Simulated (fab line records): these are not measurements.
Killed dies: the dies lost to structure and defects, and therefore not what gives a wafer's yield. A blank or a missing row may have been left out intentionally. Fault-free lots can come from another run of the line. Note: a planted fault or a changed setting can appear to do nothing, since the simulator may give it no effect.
Split-lot trial -- flow n5Finfet -- 7 lots, 39 wafers read, on a route of 1938 steps

== THE SPLIT ==
At N5_BEOL_M1_TRENCH_ETCH_37 (etches SiOC in C4F6/O2, target depth 55.207 nm, time 29 s), the setting targetDepthA was moved away from the recipe's 552.07 angstrom on 9 of the 39 wafers read, by -36.7% to +59.0%. The other wafers ran this setting at the recipe's value.

== FROM THE SPLIT TO THE READING: what the file shows between them, 2 steps ==
- N5_BEOL_M1_ETCH_41: etches SiCN in CH3F/O2, target depth 31.9 nm, time 57.8 s
- N5_BEOL_M1_STRIP_97: strips in N2/H2, time 10 s

== THE READING ==
trenchDepthNm, in nm, at N5_BEOL_M1_OCD_MEAS_38. On this fab line, fault-free wafers typically give 54.8 nm with a standard deviation of 0.92 nm.

wafer,"tool, chamber at the split","targetDepthA as run, angstrom",against the recipe,"trenchDepthNm, nm",against lot-mates on the recipe
L076.1,"rieDiel-03, 0",552.07,recipe,55.1,-
L076.2,"rieDiel-03, 1",552.07,recipe,55.3,-
L076.3,"rieDiel-03, 3",552.07,recipe,54.1,-
L076.4,"rieDiel-03, 2",552.07,recipe,54.3,-
L076.5,"rieDiel-03, 0",552.07,recipe,54.4,-
L076.6,"rieDiel-03, 1",552.07,recipe,56.3,-
L080.1,"rieDiel-04, 1",878,+59.0%,85.3,+31.6
L080.2,"rieDiel-04, 3",552.07,recipe,54.2,-
L080.3,"rieDiel-04, 0",552.07,recipe,53.5,-
L080.4,"rieDiel-04, 2",552.07,recipe,53.4,-
L080.5,"rieDiel-04, 1",878,+59.0%,85.3,+31.6
L080.6,"rieDiel-04, 2",878,+59.0%,87.4,+33.7
L082.1,"rieDiel-03, 3",552.07,recipe,54.3,-
L082.2,"rieDiel-03, 1",552.07,recipe,55.3,-
L082.3,"rieDiel-03, 0",552.07,recipe,55.4,-
L082.4,"rieDiel-03, 2",552.07,recipe,54.9,-
L082.5,"rieDiel-03, 1",552.07,recipe,55.6,-
L082.6,"rieDiel-03, 0",552.07,recipe,55.7,-
L085.2,"rieDiel-02, 3",552.07,recipe,56.3,-
L085.4,"rieDiel-02, 1",552.07,recipe,53.5,-
L085.5,"rieDiel-02, 2",552.07,recipe,54.9,-
L088.1,"rieDiel-02, 0",552.07,recipe,55.5,-
L088.2,"rieDiel-02, 2",552.07,recipe,56.3,-
L088.3,"rieDiel-02, 3",552.07,recipe,56.2,-
L088.4,"rieDiel-02, 2",552.07,recipe,54.8,-
L088.5,"rieDiel-02, 0",552.07,recipe,54.0,-
L088.6,"rieDiel-02, 3",552.07,recipe,55.9,-
L091.1,"rieDiel-02, 0",676.2,+22.5%,67.5,+11.5
L091.2,"rieDiel-02, 3",552.07,recipe,56.4,-
L091.3,"rieDiel-02, 2",552.07,recipe,56.2,-
L091.4,"rieDiel-02, 1",676.2,+22.5%,68.8,+12.8
L091.5,"rieDiel-02, 2",552.07,recipe,55.5,-
L091.6,"rieDiel-02, 1",676.2,+22.5%,67.8,+11.8
L097.1,"rieDiel-03, 2",552.07,recipe,54.9,-
L097.2,"rieDiel-03, 0",349.6,-36.7%,34.8,-19.8
L097.3,"rieDiel-03, 3",552.07,recipe,54.7,-
L097.4,"rieDiel-03, 1",349.6,-36.7%,34.7,-19.9
L097.5,"rieDiel-03, 3",552.07,recipe,54.2,-
L097.6,"rieDiel-03, 2",349.6,-36.7%,34.2,-20.4

FIT RESULTS
A straight line over all 39 wafers: trenchDepthNm changes by +0.538 nm for each +1% of targetDepthA; r = +1.00; the points scatter about the line by 0.96 nm.
The same after taking each lot's own level away (the mean of its wafers on the recipe; 39 wafers): +0.546 nm for each +1%; r = +1.00; scatter 0.7 nm.
That fit puts the effect of the largest move of targetDepthA on the reading at 32 nm.
Across the lots, their own levels run from 53.70 to 56.03 nm, a range of 2.5 times the standard deviation given above.
Consequently the slope shifts little with the lot-to-lot level, the two slopes agreeing.
Check: with one of the wafers moved furthest among these (+59.0%) left out of the fit, the line predicts +32.4 nm for it against its lot-mates. Against them it came out at +31.6 nm.

== THE WHOLE CHAIN: every reading that the file lists as answering this split, in the file's order ==
step,what it does,reading,change (the file's fit),r (the file's)
N5_BEOL_M1_TRENCH_ETCH_37,"etches SiOC in C4F6/O2, target depth 55.207 nm, time 29 s","etch.depthNm (the simulator's own value, which no gauge read)",+0.547 nm for each +1% of the setting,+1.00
N5_BEOL_M1_TRENCH_ETCH_37,"etches SiOC in C4F6/O2, target depth 55.207 nm, time 29 s","BEOL_M1.featureDepthNm (the simulator's own value, which no gauge read)",+0.547 nm for each +1% of the setting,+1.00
N5_BEOL_M1_TRENCH_ETCH_37,"etches SiOC in C4F6/O2, target depth 55.207 nm, time 29 s","TiN_of_BEOL_M1_HM_DEP_02.thkNm (the simulator's own value, which no gauge read)",-0.022 nm for each +1% of the setting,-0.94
N5_BEOL_M1_OCD_MEAS_38,,trenchDepthNm,+0.546 nm for each +1% of the setting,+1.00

== FILE'S OWN FIT ==
trenchDepthNm changes by +0.546 nm for each +1% of targetDepthA, r = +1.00.
